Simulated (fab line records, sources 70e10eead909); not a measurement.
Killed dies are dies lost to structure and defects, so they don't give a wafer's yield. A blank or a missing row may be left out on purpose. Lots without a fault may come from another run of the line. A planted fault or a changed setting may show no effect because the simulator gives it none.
fab line records | flow nand_harc
record lots=14 wafers=42 last_day=34
route steps=1302 shown A_CONTACT@1057
lots that met no fault: from a run of the same line without faults
start_h: hours from the record's first day to the start of the lot's first wafer shown | wait_h: hours since the lot's step before | " the same as in the row above | L1.1+2: a row that stands for several wafers | - no value, or no start given | * or withheld: withheld | < > ~ a bound
route shown NAME@n: a module of which the file shows steps, and the number in the route of the first | usual: mean/standard deviation of fault-free wafers | same: alike in all rows | chamber/n: place in a boat | sites: the reading at each site | _std_site: their standard deviation | _edge_site: outer sites' mean less inner sites' | radius_mm: how far each site lies from the wafer's centre | mask NAME#n: copy n | behind: the tool/chamber that last shaped the wafer | hold: why the lot was held/for how many hours/how that ended | device: the transistor (n, p or np) that didn't switch | end of line: the same wafers' tests at the end of the route | a step without rows: its recipe alone | killed: dies lost to structure and defects at the first sort, not the wafer's yield | map: a wafer's dies, x killed, . not, _ none there
set.NAME: the setting as run; set.NAME@STEP: as run at that earlier step | model.NAME: the simulator's own value behind a step, which no gauge read
steps of the route over a sample of lots; a table a step, a row a wafer
services: from which hour (start_h, from the record's first day; less than 0 if before it) a tool's chamber was out of use, for how many hours, and why
## steps
# step NHARC_A_CONTACT_ETCH_91
# recipe target_depth_a=400 over_etch_frac=0.5 time_s=85.7 ion_energy_ev=120 ch3f_flow_sccm=50 o2_flow_sccm=30 ar_flow_sccm=200 rf_w=500 bias_w=100 chemistry=CH3F/O2
# usual bias_w=100.02/0.29 drypump_motor_current_A=5.8/0.38 oes_product_au=0.930/0.02 rf_vpp_V=243.9/1.3 run_length_s=106.9/0.34 showerhead_plenum_p_Torr=2.42/0.077 throttle_valve_pct=20.663/0.0088
# same time_s=85.7
# columns lot.wafer tool chamber start_h wait_h bias_w drypump_motor_current_A oes_product_au rf_hours_counter_h rf_vpp_V run_length_s showerhead_plenum_p_Torr throttle_valve_pct
L955.4 rie_diel-03 1 521.15 0.6 99.84 5.8 0.914 22 246.9 107.0 2.65 20.653
L955.5 " 3 " " 100.17 5.1 0.917 - 242.5 107.9 2.40 20.658
L955.6 " 0 " " 99.83 6.1 0.911 - 244.9 106.7 2.45 20.661
L954.3 rie_diel-08 0 525.15 0.6 99.77 5.9 0.939 25 242.4 107.8 2.39 20.659
L954.5 " 3 " " 100.24 6.2 0.928 - 244.0 106.8 2.37 20.672
L954.6 " 2 " " 100.09 6.0 0.908 - 243.2 107.0 2.41 20.669
L956.3 rie_diel-08 0 533.27 0.5 100.91 5.9 0.943 28 243.7 107.3 2.39 20.656
L956.2 " 2 " " 100.40 6.0 0.910 26 243.6 106.9 2.41 20.655
L956.1 " 3 " " 99.95 6.2 0.933 28 242.9 106.8 2.37 20.656
L957.2 rie_diel-03 1 556.79 0.6 99.82 5.8 0.909 36 244.9 106.8 2.65 20.667
L957.4 " 2 " " 99.92 5.5 0.929 35 244.4 106.4 2.43 20.654
L957.1 " 3 " " 99.85 5.1 0.922 28 242.5 107.2 2.39 20.656
L959.3 rie_diel-08 2 582.97 0.6 100.12 6.0 0.937 5 244.2 107.6 2.41 20.646
L959.4 " 3 " " 99.21 6.2 0.934 6 243.8 106.9 2.37 20.653
L959.5 " 0 " " 100.02 5.9 0.942 - 244.0 107.1 2.39 20.660
L960.1 rie_diel-02 3 601.30 0.6 100.47 5.2 0.933 11 243.0 106.4 2.37 20.673
L960.3 " 2 " " 100.14 4.9 0.923 11 243.7 106.7 2.42 20.649
L960.5 " 3 " " 100.47 5.2 0.936 - 241.5 106.2 2.37 20.667
L961.4 rie_diel-08 0 604.57 0.5 100.41 5.8 0.920 13 242.6 107.0 2.38 20.663
L961.1 " 3 " " 100.24 6.1 0.926 12 242.2 106.5 2.36 20.653
L961.5 " 1 " " 100.16 5.9 0.933 - 243.3 107.1 2.38 20.665
L962.3 rie_diel-08 0 606.71 0.5 99.84 5.8 0.925 13 243.8 107.7 2.38 20.664
L962.4 " 1 " " 100.03 5.8 0.917 8 245.5 107.2 2.38 20.676
L962.2 " 2 " " 99.55 6.0 0.918 12 243.1 107.1 2.41 20.665
L963.2 rie_diel-02 0 615.49 0.9 100.25 5.2 0.995 22 243.5 106.7 2.45 20.651
L963.6 " 0 " " 99.71 5.2 0.988 - 244.3 106.3 2.45 20.664
L963.5 " 1 " " 99.99 6.2 0.990 - 246.4 107.1 2.61 20.670
L964.1 rie_diel-02 3 631.43 0.7 99.55 5.2 0.928 26 243.0 106.3 2.37 20.668
L964.4 " 0 " " 100.28 5.2 0.915 27 244.3 106.5 2.45 20.656
L964.2 " 1 " " 100.18 6.2 0.915 24 244.2 107.1 2.61 20.653
L966.1 rie_diel-02 0 631.62 0.6 99.20 5.2 0.996 27 244.4 106.4 2.45 20.658
L966.4 " 3 " " 100.03 5.2 1.000 26 242.6 106.6 2.37 20.662
L966.6 " 1 " " 99.99 6.2 0.976 - 246.8 106.9 2.61 20.662
L973.2 rie_diel-08 3 711.27 0.7 100.13 6.1 0.920 30 242.5 107.0 2.36 20.663
L973.3 " 1 " " 100.39 5.8 0.922 26 243.7 106.7 2.38 20.647
L973.5 " 2 " " 100.49 6.0 0.921 - 243.8 106.9 2.40 20.660
L974.1 rie_diel-02 0 727.58 1.5 99.56 5.2 0.921 54 243.4 106.2 2.44 20.660
L974.3 " 2 " " 100.34 4.9 0.930 59 243.8 106.5 2.40 20.663
L974.6 " 2 " " 99.99 4.9 0.928 - 242.8 106.6 2.41 20.664
L976.4 rie_diel-08 1 751.67 0.6 99.86 5.8 0.928 5 243.7 107.4 2.37 20.667
L976.3 " 3 " " 100.05 6.2 0.925 3 242.1 107.0 2.36 20.666
L976.1 " 0 " " 100.19 5.9 0.940 3 243.5 107.1 2.38 20.653
# step NHARC_A_CONTACT_CD_MEAS_80
# usual cd_nm=289.6/0.84
# columns lot.wafer tool chamber start_h wait_h cd_nm
L955.4 cd_sem-02 - 521.37 - 290.7
L955.5 " - " " 290.3
L955.6 " - " " 291.0
L954.3 cd_sem-03 - 525.40 - 290.3
L954.5 " - " " 290.2
L954.6 " - " " 290.6
L956.1 cd_sem-01 - 533.52 - 289.1
L956.2 " - " " 288.5
L956.3 " - " " 288.2
L957.1 cd_sem-02 - 557.00 - 288.9
L957.2 " - " " 289.9
L957.4 " - " " 289.8
L959.3 cd_sem-01 - 583.17 - 286.8
L959.4 " - " " 287.0
L959.5 " - " " 287.3
L960.1 cd_sem-03 - 601.61 - 290.2
L960.3 " - " " 290.3
L960.5 " - " " 290.2
L961.1 cd_sem-02 - 604.78 - 288.9
L961.4 " - " " 288.8
L961.5 " - " " 289.9
L962.2 cd_sem-03 - 606.92 - 289.9
L962.3 " - " " 290.2
L962.4 " - " " 290.5
L963.2 cd_sem-03 - 615.87 - 290.2
L963.5 " - " " 290.1
L963.6 " - " " 290.2
L964.1 cd_sem-02 - 631.64 - 289.4
L964.2 " - " " 289.5
L964.4 " - " " 288.5
L966.1 cd_sem-02 - 631.96 - 289.3
L966.4 " - " " 290.3
L966.6 " - " " 290.1
L973.2 cd_sem-01 - 711.48 - 289.5
L973.3 " - " " 290.0
L973.5 " - " " 288.9
L974.1 cd_sem-02 - 727.83 - 289.7
L974.3 " - " " 289.2
L974.6 " - " " 288.8
L976.1 cd_sem-02 - 751.89 - 289.2
L976.3 " - " " 289.9
L976.4 " - " " 289.6
# step NHARC_A_CONTACT_ETCH_110
# recipe target_depth_a=600 overetch_a=60 time_s=33 ion_energy_ev=100 cf4_flow_sccm=80 o2_flow_sccm=20 ar_flow_sccm=0 rf_w=300 bias_w=100 chemistry=CF4/O2
# usual bias_w=100.0/0.31 drypump_motor_current_A=5.7/0.4 oes_ar_750_au=1.001/0.0043 oes_product_au=0.996/0.011 rf_vpp_V=197.5/1.2 run_length_s=54.2/0.33 showerhead_plenum_p_Torr=1.31/0.042 throttle_valve_pct=13.397/0.0093
# columns lot.wafer tool chamber start_h wait_h bias_w drypump_motor_current_A oes_ar_750_au oes_product_au rf_hours_counter_h rf_vpp_V run_length_s showerhead_plenum_p_Torr throttle_valve_pct
L955.5 rie_diel-08 0 530.82 0.1 99.9 5.9 0.996 1.015 - 196.8 54.6 1.30 13.402
L955.4 " 2 " " 100.1 6.0 1.009 0.983 - 197.5 54.1 1.31 13.396
L955.6 " 3 " " 100.1 6.1 0.997 1.013 - 196.7 54.1 1.29 13.402
L954.3 rie_diel-08 2 534.65 0.1 100.1 6.0 1.000 0.997 26 197.5 54.3 1.31 13.399
L954.5 " 2 " " 100.6 6.0 0.998 0.999 - 196.8 54.8 1.31 13.383
L954.6 " 3 " " 99.9 6.2 1.007 1.018 - 197.2 54.1 1.29 13.381
L956.1 rie_diel-08 3 541.68 0.1 99.9 6.1 1.005 0.992 29 197.0 54.1 1.29 13.403
L956.2 " 0 " " 100.1 5.9 1.001 1.010 30 197.8 54.6 1.30 13.401
L956.3 " 2 " " 99.6 6.0 1.002 0.985 27 197.2 54.7 1.31 13.389
L957.2 rie_diel-02 1 567.28 0.1 100.1 6.2 1.006 0.978 52 199.0 54.1 1.42 13.389
L957.1 " 2 " " 100.6 4.9 1.005 1.001 52 197.6 54.0 1.32 13.388
L957.4 " 0 " " 100.0 5.2 0.996 0.995 56 198.0 53.7 1.34 13.384
L959.3 rie_diel-02 0 592.47 0.1 99.9 5.2 0.995 0.998 6 197.4 53.8 1.33 13.393
L959.4 " 2 " " 100.0 4.9 0.999 0.996 7 197.2 54.0 1.32 13.410
L959.5 " 0 " " 100.1 5.2 1.001 0.987 - 197.9 54.2 1.34 13.388
L960.1 rie_diel-08 2 611.74 0.2 99.3 6.0 0.996 0.987 14 196.3 54.2 1.31 13.391
L960.3 " 0 " " 100.7 5.8 1.001 0.989 14 197.7 54.5 1.29 13.406
L960.5 " 3 " " 100.1 6.1 1.003 1.000 - 196.9 54.6 1.28 13.392
L961.1 rie_diel-08 2 617.57 0.1 99.8 6.0 0.999 0.988 16 197.1 54.2 1.31 13.402
L961.4 " 3 " " 99.9 6.2 1.001 1.011 16 197.1 54.4 1.28 13.403
L961.5 " 2 " " 100.1 6.0 1.002 0.989 - 197.3 54.3 1.30 13.389
L962.4 rie_diel-02 1 618.02 0.1 99.9 6.2 1.001 0.987 21 199.2 54.2 1.42 13.412
L962.3 " 2 " " 99.5 5.0 1.001 1.011 20 198.4 53.9 1.31 13.379
L962.2 " 3 " " 99.7 5.2 1.000 1.007 24 197.5 53.4 1.28 13.407
L963.2 rie_diel-08 2 629.22 0.1 99.7 6.0 0.998 0.989 19 197.6 54.5 1.30 13.382
L963.5 " 0 " " 99.7 5.9 1.006 0.994 - 197.7 54.5 1.29 13.403
L963.6 " 1 " " 99.8 5.8 1.002 0.993 - 197.9 54.0 1.29 13.409
L964.2 rie_diel-08 1 639.17 0.0 99.9 5.8 1.006 0.992 16 195.5 54.3 1.29 13.383
L964.1 " 2 " " 100.2 6.0 1.000 0.983 21 196.4 54.2 1.30 13.414
L964.4 " 3 " " 100.2 6.1 1.005 0.992 21 198.5 53.8 1.28 13.387
L966.1 rie_diel-08 2 640.08 0.1 100.4 6.0 1.000 1.008 21 197.3 54.3 1.30 13.405
L966.4 " 3 " " 100.6 6.2 1.009 1.010 21 197.5 53.8 1.28 13.388
L966.6 " 1 " " 100.0 5.8 1.003 0.996 - 196.9 54.1 1.29 13.403
L973.2 rie_diel-08 1 719.75 0.1 99.9 5.9 1.000 0.991 28 196.3 54.2 1.29 13.402
L973.3 " 3 " " - 6.2 1.001 1.000 32 195.7 51.3 1.28 13.396
L973.5 " 1 " " - 5.8 1.003 0.986 - 197.2 51.7 1.29 13.411
L974.1 rie_diel-08 1 735.68 0.1 99.6 5.8 0.991 0.993 2 197.8 54.3 1.29 13.386
L974.3 " 3 " " - 6.2 0.992 1.004 1 195.5 51.3 1.28 13.394
L974.6 " 1 " " 99.5 5.8 0.999 0.994 - 196.6 54.3 1.29 13.400
L976.1 rie_diel-02 3 759.01 0.1 100.2 5.2 1.008 0.997 0 196.9 54.0 1.28 13.409
L976.4 " 0 " " 99.8 5.3 0.998 1.007 0 197.6 53.7 1.32 13.404
L976.3 " 1 " " 100.4 6.2 1.006 0.996 0 199.8 54.3 1.41 13.389
# step NHARC_A_CONTACT_STRIP_26
# recipe o2_flow_sccm=500 ar_flow_sccm=0 bias_w=0 chemistry=O2
# usual drypump_motor_current_A=5.8/0.41 oes_product_au=0.998/0.0099 rf_vpp_V=57.6/0.92 showerhead_plenum_p_Torr=3.47/0.1 throttle_valve_pct=17.036/0.0092
# same bias_w=0
# columns lot.wafer tool chamber start_h wait_h drypump_motor_current_A oes_product_au rf_hours_counter_h rf_vpp_V showerhead_plenum_p_Torr throttle_valve_pct
L955.5 rie_diel-08 3 - - 6.2 1.014 - 58.3 3.41 17.025
L955.4 " 0 " " 5.9 1.020 - 58.5 3.43 17.031
L955.6 " 2 " " 6.0 0.982 - 58.7 3.46 17.045
L954.3 rie_diel-08 2 - - 6.0 0.995 26 57.8 3.46 17.040
L954.6 " 2 " " 6.0 0.991 - 57.3 3.46 17.040
L954.5 " 0 " " 5.9 1.014 - 56.8 3.43 17.036
L956.1 rie_diel-08 3 - - 6.2 1.013 29 57.8 3.40 17.040
L956.3 " 0 " " 5.9 1.023 30 56.0 3.43 17.029
L956.2 " 2 " " 6.0 0.993 27 57.2 3.46 17.032
L957.4 rie_diel-02 1 - - 6.2 0.982 52 58.8 3.75 17.047
L957.1 " 2 " " 5.0 1.006 52 57.0 3.49 17.049
L957.2 " 3 " " 5.3 0.999 55 57.4 3.41 17.028
L959.3 rie_diel-02 2 - - 5.0 1.006 7 58.0 3.48 17.034
L959.4 " 0 " " 5.2 0.980 6 57.5 3.53 17.042
L959.5 " 1 " " 6.2 0.982 - 60.8 3.74 17.030
L960.1 rie_diel-08 2 - - 6.0 0.988 14 58.6 3.45 17.026
L960.3 " 3 " " 6.2 0.989 14 59.4 3.40 17.036
L960.5 " 2 " " 6.0 0.984 - 56.7 3.45 17.033
L961.4 rie_diel-08 1 - - 5.8 0.991 12 57.4 3.42 17.045
L961.1 " 3 " " 6.2 1.005 16 56.3 3.40 17.038
L961.5 " 1 " " 5.9 0.993 - 57.8 3.42 17.044
L962.2 rie_diel-02 2 - - 5.0 1.005 20 58.7 3.48 17.041
L962.3 " 3 " " 5.2 1.010 24 57.3 3.40 17.052
L962.4 " 1 " " 6.2 0.986 21 57.4 3.73 17.020
L963.2 rie_diel-08 2 - - 6.0 0.992 19 57.8 3.45 17.044
L963.5 " 2 " " 6.0 0.995 - 58.8 3.45 17.035
L963.6 " 3 " " 6.2 1.007 - 59.6 3.39 17.053
L964.1 rie_diel-08 0 - - 5.9 1.000 20 56.6 3.42 17.019
L964.4 " 1 " " 5.9 1.001 16 56.7 3.42 17.037
L964.2 " 3 " " 6.2 1.006 21 57.4 3.39 17.027
L966.1 rie_diel-08 0 - - 5.9 0.997 20 57.5 3.42 17.036
L966.4 " 2 " " 6.0 0.999 21 57.4 3.45 17.044
L966.6 " 1 " " 5.9 1.001 - 57.6 3.42 17.028
L973.2 rie_diel-08 1 - - 5.8 0.991 28 59.2 3.41 17.032
L973.3 " 3 " " 6.2 1.001 32 55.7 3.39 17.030
L973.5 " 1 " " 5.9 0.995 - 57.8 3.41 17.042
L974.3 rie_diel-08 2 - - 6.0 0.999 2 58.1 3.44 17.032
L974.1 " 1 " " 5.8 0.998 2 56.3 3.41 17.046
L974.6 " 3 " " 6.2 0.997 - 55.7 3.39 17.017
L976.3 rie_diel-02 2 - - 5.0 1.004 0 57.9 3.45 17.040
L976.4 " 3 " " 5.2 0.996 0 58.3 3.38 17.031
L976.1 " 0 " " 5.2 1.010 0 56.6 3.50 17.038
## services
# columns tool chamber start_h hours kind
rie_diel-08 0 499.33 - clean
rie_diel-08 1 499.33 - clean
rie_diel-08 2 499.33 - clean
rie_diel-08 3 499.33 - clean
rie_diel-02 - 504.80 1.1 repair
rie_diel-08 1 515.47 58.7 repair
rie_diel-08 0 524.03 - clean
rie_diel-08 2 524.03 - clean
rie_diel-08 3 524.03 - clean
rie_diel-08 - 544.80 9.0 pm
rie_diel-08 0 544.80 9.0 vent_cycle
rie_diel-03 3 547.96 7.7 repair
rie_diel-02 - 571.39 9.0 pm
rie_diel-08 0 590.40 1.3 repair
rie_diel-03 1 604.28 7.1 repair
rie_diel-03 - 636.16 9.0 pm
rie_diel-02 0 653.45 3.2 repair
rie_diel-02 1 667.45 4.3 repair
rie_diel-03 3 705.00 14.9 repair
rie_diel-03 0 714.15 7.5 repair
rie_diel-02 3 718.45 9.2 repair
rie_diel-08 - 721.80 9.0 pm
rie_diel-02 - 732.72 0.4 repair
rie_diel-02 - 748.39 9.0 pm
## key
first_sign step=NHARC_A_CONTACT_ETCH_110 reading=run_length_s direction=down sigmas=8.3 usual=* struck=*
effect none on later readings
met_at NHARC_A_CONTACT_ETCH_110
struck_lots L973,L974
struck_wafers L973.3,L973.5,L974.3
sort_left_out L973.3,L973.5,L974.3
tester_left_out L973,L974
not_acting_at NHARC_A_CONTACT_ETCH_91,NHARC_A_CONTACT_CD_MEAS_80,NHARC_A_CONTACT_STRIP_26
onset_between 640.08 719.75
fault kind=process_parameter_drift tool=rie_diel-08 chamber=- onset_h=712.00 steps=NHARC_A_CONTACT_ETCH_110 channel=time_s offset=* shape=step end_h=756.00 scope=struck_wafers_only acts_in=* stated=*
# tester_left_out: of these lots the tester's yield and bins aren't shown, on N5 and GAA mostly nor the transistor test; their killed dies are dies lost to structure and defects alone, not to doping, threshold or leakage, so they don't give the yield
# sort_left_out: the simulated sort isn't trusted on such a fault, so these wafers' sort isn't shown, and their yield isn't known
